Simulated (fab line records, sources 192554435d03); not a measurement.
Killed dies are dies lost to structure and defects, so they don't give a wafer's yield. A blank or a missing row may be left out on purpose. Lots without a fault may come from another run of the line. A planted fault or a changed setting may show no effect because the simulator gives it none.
fab line records | flow n5_finfet
record lots=6 wafers=18 last_day=17
route steps=1938 shown BEOL_M14@1753 PASSIVATION@1936
lots that met no fault: from a run of the same line without faults
start_h: hours from the record's first day to the start of the lot's first wafer shown | wait_h: hours since the lot's step before | " the same as in the row above | L1.1+2: a row that stands for several wafers | - no value, or no start given | * or withheld: withheld | < > ~ a bound
route shown NAME@n: a module of which the file shows steps, and the number in the route of the first | usual: mean/standard deviation of fault-free wafers | same: alike in all rows | chamber/n: place in a boat | sites: the reading at each site | _std_site: their standard deviation | _edge_site: outer sites' mean less inner sites' | radius_mm: how far each site lies from the wafer's centre | mask NAME#n: copy n | behind: the tool/chamber that last shaped the wafer | hold: why the lot was held/for how many hours/how that ended | device: the transistor (n, p or np) that didn't switch | end of line: the same wafers' tests at the end of the route | a step without rows: its recipe alone | killed: dies lost to structure and defects at the first sort, not the wafer's yield | map: a wafer's dies, x killed, . not, _ none there
set.NAME: the setting as run; set.NAME@STEP: as run at that earlier step | model.NAME: the simulator's own value behind a step, which no gauge read
lots at some steps of the route; a table a step, a row a wafer
services: from which hour (start_h, from the record's first day; less than 0 if before it) a tool's chamber was out of use, for how many hours, and why
## steps
# step N5_BEOL_M14_TRENCH_ETCH_34
# recipe chemistry=C4F8/O2/Ar target=SiO2 target_depth_a=5566.5 mask_material=SOC he_inner_torr=15 he_outer_torr=30 time_s=126.9 ion_energy_ev=800 pressure_mtorr=20 source_w=1905 bias_w=2040 Ar_flow_sccm=400 C4F8_flow_sccm=16 O2_flow_sccm=12
# usual drypump_motor_current_A=5.8/0.47 oes_f_703_au=0.80/0.069 oes_product_au=0.79/0.07 rf_vpp_V=2225/25 showerhead_plenum_p_Torr=3.49/0.1 throttle_valve_pct=30.9/0.41
# same time_s=126.9
# columns lot.wafer tool chamber start_h wait_h drypump_motor_current_A oes_f_703_au oes_product_au rf_hours_counter_h rf_vpp_V showerhead_plenum_p_Torr throttle_valve_pct
L272.2 rie_diel-05 2 278.39 0.0 5.4 0.80 0.79 112 2251 3.32 30.5
L272.3 " 1 " " 5.9 0.72 0.72 186 2234 3.57 31.6
L272.5 " 1 " " 5.9 0.71 0.71 - 2234 3.57 31.6
L276.2 rie_diel-05 1 298.50 0.0 5.8 0.72 0.72 193 2235 3.57 31.7
L276.3 " 0 " " 6.2 0.83 0.82 - 2209 3.59 30.5
L276.4 " 1 " " 5.8 0.71 0.72 - 2235 3.57 31.7
L278.1 rie_diel-04 1 312.18 0.0 5.8 0.91 0.91 19 2207 3.51 30.7
L278.5 " 1 " " 5.8 0.91 0.91 - 2207 3.51 30.7
L278.6 " 2 " " 6.3 0.78 0.77 - 2220 3.59 30.9
L280.2 rie_diel-05 1 318.85 0.0 5.9 0.71 0.72 203 2234 3.57 31.7
L280.5 " 3 " " 5.8 0.96 0.97 - 2223 3.50 30.3
L280.6 " 2 " " 5.5 0.78 0.79 - 2253 3.32 30.5
L283.3 rie_diel-04 3 328.61 0.0 6.3 0.79 0.78 130 2230 3.44 30.5
L283.4 " 1 " " 5.8 0.88 0.90 27 2208 3.51 30.7
L283.6 " 1 " " 5.8 0.89 0.90 - 2208 3.51 30.7
L290.3 rie_diel-05 2 395.05 0.0 5.5 0.75 0.76 155 2250 3.30 30.6
L290.4 " 2 " " 5.5 0.76 0.76 - 2251 3.30 30.6
L290.6 " 3 " " 5.8 0.89 0.89 - 2221 3.49 30.3
# step N5_BEOL_M14_STRIP_70
# recipe chemistry=C4F8/O2/Ar resist=SiARC rf_frequency_hz=6e+07
# step N5_BEOL_M14_OCD_MEAS_35
# usual trench_depth_nm=558/13
# columns lot.wafer tool chamber start_h wait_h trench_depth_nm
L272.2 ocd-02 - 278.55 0.0 552
L272.3 " - " " 556
L272.5 " - " " 560
L276.2 ocd-02 - 298.71 0.0 564
L276.3 " - " " 555
L276.4 " - " " 566
L278.1 ocd-01 - 312.34 0.0 540
L278.5 " - " " 543
L278.6 " - " " 566
L280.2 ocd-01 - 319.00 0.0 569
L280.5 " - " " 570
L280.6 " - " " 564
L283.3 ocd-02 - 328.77 0.0 561
L283.4 " - " " 547
L283.6 " - " " 546
L290.3 ocd-02 - 395.21 0.0 564
L290.4 " - " " 565
L290.6 " - " " 571
# step N5_BEOL_M14_STRIP_37
# recipe chemistry=O2 power_w=600 temp_c=60 pressure_mtorr=30 rf_frequency_hz=6e+07 bias_power_w=0 overash_fraction=0.3 o2_flow_sccm=225
# usual drypump_motor_current_A=5.9/0.49 oes_product_au=0.79/0.079 rf_vpp_V=3.5/0.93 showerhead_plenum_p_Torr=2.13/0.067 throttle_valve_pct=16.6/0.35
# columns lot.wafer tool chamber start_h wait_h drypump_motor_current_A oes_product_au rf_hours_counter_h rf_vpp_V showerhead_plenum_p_Torr throttle_valve_pct
L272.2 rie_diel-05 3 278.71 0.2 5.8 0.70 244 2.3 2.15 16.5
L272.3 " 1 " " 5.8 0.72 186 2.6 2.20 17.3
L272.5 " 3 " " 5.8 0.69 - 3.1 2.15 16.4
L276.2 rie_diel-06 3 299.42 0.7 5.0 0.74 219 2.2 2.14 16.6
L276.3 " 2 " " 5.9 0.90 43 4.1 2.03 16.3
L276.4 " 1 " " 6.5 0.79 94 4.0 2.19 16.5
L278.1 rie_diel-05 0 314.82 2.5 6.2 0.82 85 4.2 2.21 16.4
L278.5 " 0 " " 6.2 0.80 - 3.1 2.21 16.4
L278.6 " 1 " " 5.8 0.71 - 3.4 2.19 17.3
L280.2 rie_diel-06 1 319.60 0.6 6.5 0.80 101 4.1 2.19 16.5
L280.5 " 0 " " 6.3 0.69 - 3.0 2.16 17.1
L280.6 " 3 " " 5.1 0.72 - 2.8 2.14 16.6
L283.3 rie_diel-06 1 328.94 0.2 6.4 0.79 103 2.1 2.19 16.6
L283.4 " 2 " " 5.9 0.91 49 3.8 2.03 16.3
L283.6 " 1 " " 6.5 0.80 - 3.3 2.19 16.5
L290.3 rie_diel-05 1 397.76 2.5 5.8 0.70 233 4.7 2.18 17.4
L290.4 " 1 " " 5.9 0.68 - 3.9 2.18 17.4
L290.6 " 3 " " 5.8 0.88 - 6.3 2.14 16.1
# step N5_BEOL_M14_ETCH_38
# recipe chemistry=CF4/N2 target=SiCN target_depth_a=1065 taper_deg=2 time_s=120.6 ion_energy_ev=150 mask_material=SiO2 pressure_mtorr=40 source_w=430 bias_w=70 Ar_flow_sccm=100 cf4_flow_sccm=60 n2_flow_sccm=60
# step N5_BEOL_M14_PRECLEAN_39
# recipe chemistry=residue_remover time_s=60 temp_c=40
# step N5_BEOL_M14_SRD_40
# recipe time_s=30 temp_c=23 rinse_liquid=diw dry=n2_spin spin_rpm=1500 dry_time_s=30
# step N5_BEOL_M14_DEGAS_41
# recipe ambient=vacuum temp_c=300 time_s=60
# step N5_BEOL_M14_PRE_CLEAN_42
# recipe gas=H2/He time_s=30 temp_c=300
# usual heater_power_w=510/40
# same time_s=30
# columns lot.wafer tool chamber start_h wait_h heater_power_w
L272.2 pvd_sputter-03 - 279.06 0.0 483
L272.3 " - " " 512
L272.5 " - " " 551
L276.2 pvd_sputter-03 - 299.80 0.0 554
L276.3 " - " " 522
L276.4 " - " " 488
L278.1 pvd_sputter-02 - 315.56 0.0 461
L278.5 " - " " 490
L278.6 " - " " 479
L280.2 pvd_sputter-01 - 320.13 0.0 596
L280.5 " - " " 571
L280.6 " - " " 527
L283.3 pvd_sputter-01 - 329.35 0.0 562
L283.4 " - " " 585
L283.6 " - " " 596
L290.3 pvd_sputter-02 - 399.24 0.0 460
L290.4 " - " " 486
L290.6 " - " " 462
# step N5_BEOL_M14_SPUTTER_43
# recipe material=TaN target_thk_a=150 temp_c=50 bias_v=168.6 power_w=15000 chamber_pressure_pa=0.12 time_s=24.19
# usual throttle_valve_pct=29.6/1
# same time_s=24.19
# columns lot.wafer tool chamber start_h wait_h throttle_valve_pct
L272.2 pvd_sputter-03 - 279.10 0.0 31.1
L272.3 " - " " 28.4
L272.5 " - " " 29.8
L276.2 pvd_sputter-03 - 299.84 0.0 29.6
L276.3 " - " " 28.5
L276.4 " - " " 30.8
L278.1 pvd_sputter-02 - 315.60 0.0 29.5
L278.5 " - " " 28.5
L278.6 " - " " 30.5
L280.2 pvd_sputter-01 - 320.17 0.0 29.4
L280.5 " - " " 29.2
L280.6 " - " " 27.4
L283.3 pvd_sputter-01 - 329.39 0.0 31.0
L283.4 " - " " 29.3
L283.6 " - " " 29.2
L290.3 pvd_sputter-02 - 399.28 0.0 29.7
L290.4 " - " " 28.7
L290.6 " - " " 29.8
# step N5_BEOL_M14_SPUTTER_44
# recipe material=Ta target_thk_a=150 temp_c=50 bias_v=80 power_w=15000 chamber_pressure_pa=0.07 time_s=24.19
# step N5_BEOL_M14_SPUTTER_45
# recipe material=Cu target_thk_a=1000 temp_c=-20 bias_v=60 power_w=26000 chamber_pressure_pa=0.13 time_s=16.67
# step N5_BEOL_M14_ECD_47
# recipe material=Cu target_thk_a=12480
# columns lot.wafer tool chamber start_h wait_h model.Cu_of_BEOL_M14_ECD_47.thk_nm
L272.2 ecd_cu-02 0 279.67 0.4 1251
L272.3 " 1 " " 1267
L272.5 " 0 " " 1258
L276.2+3 ecd_cu-01 1,0 300.12 0.1 1251
L276.4 " 1 " " 1253
L278.1 ecd_cu-02 0 315.87 0.1 1249
L278.5 " 0 " " 1256
L278.6 " 1 " " 1246
L280.2 ecd_cu-01 0 320.48 0.1 1250
L280.5 " 0 " " 664.8
L280.6 " 1 " " 689.2
L283.3 ecd_cu-01 0 329.73 0.1 1258
L283.4 " 1 " " 1259
L283.6 " 1 " " 711.6
L290.3 ecd_cu-02 0 399.61 0.1 1269
L290.4 " 1 " " 1254
L290.6 " 1 " " 1263
# step N5_BEOL_M14_ANNEAL_48
# recipe temp_c=225 time_s=90 ambient=N2
# usual anneal_temp_c_max=226.2/0.41 wafer_temp_C_max=226.2/0.51
# same time_s=90
# columns lot.wafer tool chamber start_h wait_h anneal_temp_c_max wafer_temp_C_max
L272.2 rtp_anneal-02 0 279.90 0.2 225.8 226.9
L272.3 " 0 " " 226.0 226.8
L272.5 " 0 " " 226.2 226.2
L276.2 rtp_anneal-01 0 300.35 0.2 226.1 225.7
L276.3 " 0 " " 226.3 225.9
L276.4 " 0 " " 226.6 226.0
L278.1 rtp_anneal-01 0 316.87 0.9 226.9 225.9
L278.5 " 0 " " 226.7 225.4
L278.6 " 0 " " 226.4 225.7
L280.2 rtp_anneal-02 0 321.23 0.7 225.9 226.6
L280.5 " 0 " " 225.6 226.3
L280.6 " 0 " " 226.4 226.5
L283.3 rtp_anneal-02 0 329.95 0.2 225.8 227.0
L283.4 " 0 " " 226.1 226.7
L283.6 " 0 " " 225.7 226.3
L290.3 rtp_anneal-02 0 399.97 0.3 225.4 226.5
L290.4 " 0 " " 225.7 226.6
L290.6 " 0 " " 226.1 227.3
# step N5_BEOL_M14_CMP_49
# recipe stop_on=SiO2 t_overpolish_s=5.2 down_force_psi=2 platen_rpm=80 clearing_platen_down_force_psi=2 clearing_platen_rpm=80 post_cmp_clean=cu_alkaline target_thk_nm=560 clearing_platen_pad_velocity_m_s=1.5917 pad_velocity_m_s=1.5917
# usual motor_current_A=8.1/0.75 time_to_endpoint_s=120/5.7
# columns lot.wafer tool chamber start_h wait_h motor_current_A time_to_endpoint_s
L272.3 cmp-02 2 280.19 0.2 7.8 131
L272.2 " 3 " " 7.8 124
L272.5 " 1 " " 8.2 109
L276.4 cmp-02 2 300.64 0.2 7.5 140
L276.2 " 3 " " 7.5 126
L276.3 " 0 " " 8.9 120
L278.1 cmp-03 1 317.18 0.3 9.9 120
L278.6 " 1 " " 9.4 122
L278.5 " 2 " " 8.3 120
L280.2 cmp-03 1 321.57 0.3 9.9 120
L280.6 " 3 " " 7.9 65
L280.5 " 0 " " 7.6 63
L283.4 cmp-01 2 330.19 0.2 8.1 120
L283.3 " 3 " " 7.1 121
L283.6 " 2 " " 8.5 69
L290.4 cmp-02 0 400.18 0.1 9.1 121
L290.3 " 3 " " 7.3 127
L290.6 " 1 " " 8.5 116
# step N5_BEOL_M14_THK_MEAS_50
# recipe thk_meas_gauge=xrf reads=Cu_of_BEOL_M14_ECD_47
# usual M14_THK=562/13
# columns lot.wafer tool chamber start_h wait_h M14_THK[nm]
L272.2 film_metro-01 - 280.45 - 561
L272.3 " - " " 563
L272.5 " - " " 566
L276.2 film_metro-02 - 300.90 - 569
L276.3 " - " " 559
L276.4 " - " " 578
L278.1 film_metro-01 - 317.48 - 539
L278.5 " - " " 542
L278.6 " - " " 563
L280.2 film_metro-02 - 321.79 - 574
L280.5 " - " " 577
L280.6 " - " " 568
L283.3 film_metro-02 - 330.45 - 567
L283.4 " - " " 552
L283.6 " - " " 550
L290.3 film_metro-01 - 400.47 - 560
L290.4 " - " " 561
L290.6 " - " " 563
# step N5_PASSIVATION_PROBE_49
# usual defect_limited_yield=91.3/1.4 killed_at_M0_to_M3=33/9.9 killed_at_M4_up=15/5.6 killed_at_contacts=13/5.7 killed_at_front_end=38/12 killed_at_other=4/3.1 killed_dies=103/17 killed_open=66/13 killed_short=32/7.8 sort_bin_4_leakage=0.02/0.16 sort_bin_5_function=5.1/0.95 sort_bin_6_memory=3.2/0.68 sort_bin_8_speed=0.02/0.22 sort_n_pass=1077/17 sort_yield_pct=91.3/1.5
# same gross_dies=1180 killed_at_back_side=0
# columns lot.wafer tool chamber start_h wait_h defect_limited_yield[%] killed_at_M0_to_M3 killed_at_M4_up killed_at_contacts killed_at_front_end killed_at_other killed_dies killed_open killed_short sort_bin_4_leakage[%] sort_bin_5_function[%] sort_bin_6_memory[%] sort_bin_8_speed[%] sort_n_pass sort_yield_pct[%]
L272.2 prober-01 - 302.92 0.1 93.6 22 21 13 15 4 75 45 27 0 4.5 1.8 0 1105 93.6
L272.3 prober-01 - 302.97 0.1 93.1 11 9 12 45 5 82 48 33 0 4.3 2.5 0 1098 93.1
L272.5 prober-01 - 303.07 0.2 89.6 32 18 25 44 4 123 71 43 0 6.3 3.1 0 1057 89.6
L290.3 prober-01 - 419.10 0.1 90.4 25 12 13 58 5 113 65 43 0 5.0 4.3 0 1067 90.4
L290.4 prober-01 - 419.15 0.2 90.9 44 16 5 34 8 107 75 29 0 4.8 3.6 0 1073 90.9
L290.6 prober-01 - 419.25 0.3 89.6 41 10 18 49 5 123 76 43 0 5.8 4.2 0 1057 89.6
# killed by level:class
L272.2 MOL_CONTACT_COAG:geometric_particle:open=11 BEOL_M4:geometric_particle:open=11 BEOL_M0_SAQP:geometric_particle:open=7 BEOL_M4:geometric_particle:short=6 BEOL_M0_SAQP:geometric_particle:short=4 BEOL_M3:geometric_particle:short=4 BEOL_M8:geometric_particle:open=3 FIN_SAQP:geometric_particle:open=2
L272.3 FIN_SAQP:geometric_particle:open=9 FIN_SAQP:geometric_particle:short=9 MOL_CONTACT_COAG:geometric_particle:open=9 GATE_CUT:geometric_particle:short=6 STI_FIN_REVEAL:geometric_particle:open=5 DUMMY_GATE:geometric_particle:open=5 BEOL_M3:geometric_particle:open=4 MOL_CONTACT_COAG:geometric_particle:short=3
L272.5 MOL_CONTACT_COAG:geometric_particle:open=18 HKMG_FIN:area_etch=9 BEOL_M4:geometric_particle:open=8 FIN_SAQP:geometric_particle:short=7 MOL_CONTACT_COAG:geometric_particle:short=7 BEOL_M0_SAQP:geometric_particle:short=7 DUMMY_GATE:geometric_particle:open=6 BEOL_M1:geometric_particle:open=6
L290.3 GATE_CUT:geometric_particle:short=10 STI_FIN_REVEAL:geometric_particle:open=9 FIN_SAQP:geometric_particle:open=8 MOL_CONTACT_COAG:geometric_particle:open=8 DUMMY_GATE:geometric_particle:open=7 BEOL_M0_SAQP:geometric_particle:short=7 BEOL_M0_SAQP:geometric_particle:open=6 FIN_SAQP:geometric_particle:short=5
L290.4 STI_FIN_REVEAL:geometric_particle:open=13 BEOL_M0_SAQP:geometric_particle:open=9 BEOL_M1:geometric_particle:open=8 BEOL_M0_SAQP:geometric_particle:short=7 BEOL_M3:geometric_particle:open=7 BEOL_M4:geometric_particle:open=7 BEOL_M2:geometric_particle:open=6 FIN_SAQP:geometric_particle:open=5
L290.6 STI_FIN_REVEAL:geometric_particle:open=15 MOL_CONTACT_COAG:geometric_particle:open=11 BEOL_M0_SAQP:geometric_particle:short=10 BEOL_M0_SAQP:geometric_particle:open=10 FIN_SAQP:geometric_particle:open=6 BEOL_M3:geometric_particle:open=6 FIN_SAQP:geometric_particle:short=5 MOL_CONTACT_COAG:geometric_particle:short=5
## services
# columns tool chamber start_h hours kind
cmp-02 - 257.76 4.0 pm
cmp-01 - 262.21 2.6 repair
rie_diel-06 0 268.22 15.3 repair
ecd_cu-01 - 275.98 0.8 repair
ecd_cu-01 - 278.70 2.6 repair
ecd_cu-02 - 285.38 2.5 repair
ecd_cu-01 - 287.06 1.2 repair
rie_diel-06 2 293.88 4.3 repair
cmp-03 - 296.81 5.0 repair
rie_diel-05 2 297.03 9.6 repair
rie_diel-06 2 304.45 10.4 repair
cmp-03 - 304.61 1.0 repair
cmp-01 - 308.38 0.3 repair
cmp-01 - 313.28 1.9 repair
cmp-02 - 324.79 3.9 repair
cmp-02 - 334.69 4.5 repair
cmp-01 - 351.30 0.3 repair
cmp-01 - 352.73 2.3 repair
rie_diel-05 3 369.28 14.3 repair
rie_diel-04 - 377.54 14.6 pm
pvd_sputter-02 - 379.03 2.5 repair
cmp-03 - 383.67 2.2 repair
pvd_sputter-01 - 395.83 3.8 repair
pvd_sputter-03 - 397.76 2.9 repair
## key
first_sign step=N5_BEOL_M14_CMP_49 reading=time_to_endpoint_s direction=down sigmas=9.6 usual=* struck=*
effect none on later readings
model_effect step=N5_BEOL_M14_ECD_47 value=Cu_of_BEOL_M14_ECD_47.thk_nm without=1256 struck=688.5
met_at N5_BEOL_M14_ECD_47
struck_wafers L280.5,L280.6,L283.6
onset_between 300.12 320.48
fault kind=process_parameter_drift tool=ecd_cu-01 chamber=- onset_h=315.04 steps=N5_BEOL_M14_ECD_47 channel=target_thk_a offset=* shape=step end_h=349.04 scope=struck_wafers_only acts_in=* stated=*
